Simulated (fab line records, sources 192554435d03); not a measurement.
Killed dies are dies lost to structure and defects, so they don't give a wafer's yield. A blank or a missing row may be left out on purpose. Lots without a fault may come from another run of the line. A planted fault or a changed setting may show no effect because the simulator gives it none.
Problem report in the 8D (eight disciplines) form, filled by code | flow n5_finfet | the parts of the form that need people (team, actions taken, sign-off) are left out
Where a reading is given only as a bound, like >300, the bound stands for it, and a mean or a difference that rests on one is marked > or <: the true number lies beyond.

1. THE PROBLEM
raw_defect_count at N5_HKMG_FIN_INSPECT_14 reads a mean of >300 on 1 wafer of 1 lot; wafers without a fault read 2.2 with a standard deviation of 1.5. That is +99 or more standard deviations from the usual mean.
The step: inspects for defects (macro).
First seen on wafer L294.5, day 10 02:11, on defect_inspect-02. The record holds 24 wafers of 8 lots with a number at this step. Rule for "out", or "out of limits": more than 4 standard deviations from the usual mean. The other wafers with a number count as sound.

2. WHAT IT IS AND WHAT IT IS NOT
question                    | is                | is not
which readings at this step | raw_defect_count  | -
which lots                  | L294              | L273, L276, L277, L279, L280, L284, L287
which wafers of those lots  | L294.5            | L294.2, L294.3
read on which gauges        | defect_inspect-02 | defect_inspect-01
when                        | from day 10 02:11 | up to then (23 sound wafers)

3. SUSPECTS, AND WHAT RULES EACH OUT
Counting: a tool at a process step up to the reading stays a suspect if it ran every lot that is out. Sound lots after the first of them don't rule it out here, since some wafers of a struck lot are sound.
- the gauge at N5_HKMG_FIN_INSPECT_14: ruled out. All the wafers that are out were read on defect_inspect-02, but those of them that N5_PASSIVATION_PROBE_49 has rows for are out there too, on other tools.
- rie_diel-03 at N5_HKMG_FIN_STRIP_93 (strips SOC in N2/H2, time 20 s): kept. It ran the lot that is out, L294 (day 9 23:33); its last sound lot up to then is L277 (day 5 14:52).
- ald_metal-02 at N5_HKMG_FIN_ALD_36 (deposits TiN, target thk 1 nm, pulse time 1 s, purge time 3 s): kept. It ran the lot that is out, L294 (day 10 00:59); its last sound lot up to then is L280 (day 6 12:55).
- Within ald_metal-02 at N5_HKMG_FIN_ALD_36: the wafers that are out ran in chamber 2; their sound lot-mates ran in chambers 0, 3.
Left after counting: rie_diel-03 at N5_HKMG_FIN_STRIP_93, ald_metal-02 at N5_HKMG_FIN_ALD_36.

4. THE CAUSE (what the simulator had put in)
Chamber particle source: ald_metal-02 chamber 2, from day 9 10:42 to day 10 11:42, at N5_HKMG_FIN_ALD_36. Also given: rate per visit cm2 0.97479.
Counting left 2 suspects, and this tool is among them.

5. THE CHAIN OF EFFECTS, in route order
Each row: a reading whose mean over the struck wafers that have a number lies more than 3 standard deviations from the usual. Only readings for which the record gives a usual standard deviation are gone through. hours: the time from each lot's start at the first step in this table that gives one to its start at this step, as a median over the lots. sigmas: the change in usual standard deviations.
hours | step                    | reading              | usual  | on struck wafers | change | sigmas
0     | N5_HKMG_FIN_INSPECT_14  | raw_defect_count     | 2.2    | >300             | >+298  | +99 or more
220   | N5_PASSIVATION_PROBE_49 | defect_limited_yield | 91.1 % | 81.2             | -9.9   | -6.6
220   | N5_PASSIVATION_PROBE_49 | killed_at_front_end  | 43     | 165              | +122   | +9.4
220   | N5_PASSIVATION_PROBE_49 | killed_dies          | 105    | 222              | +117   | +6.9
220   | N5_PASSIVATION_PROBE_49 | sort_bin_5_function  | 5.2 %  | 12.3             | +7.1   | +7.8
220   | N5_PASSIVATION_PROBE_49 | sort_n_pass          | 1075   | 958              | -117   | -6.9
220   | N5_PASSIVATION_PROBE_49 | sort_yield_pct       | 91.1 % | 81.2             | -9.9   | -6.6
The process steps in it:
- N5_PASSIVATION_PROBE_49
Later measuring or inspecting steps at which every struck wafer that the step has a row for has a number for every such reading, and none has moved that far: N5_BEOL_M4_RC_MEAS_101.

6. WHAT WOULD HAVE CAUGHT IT SOONER
In this record the first reading out of limits at a measuring or inspecting step was taken at day 10 02:11, 15 hours after the fault began at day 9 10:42.
Of the tool readings at N5_HKMG_FIN_ALD_36 for which the record gives a usual standard deviation, none was out on any struck wafer, so an alarm limit of 4 standard deviations on them would not have fired.
All the lots that are out (1) had begun N5_HKMG_FIN_ALD_36 on ald_metal-02 by day 10 02:11. A hold on the tool at that time would have spared none of them.
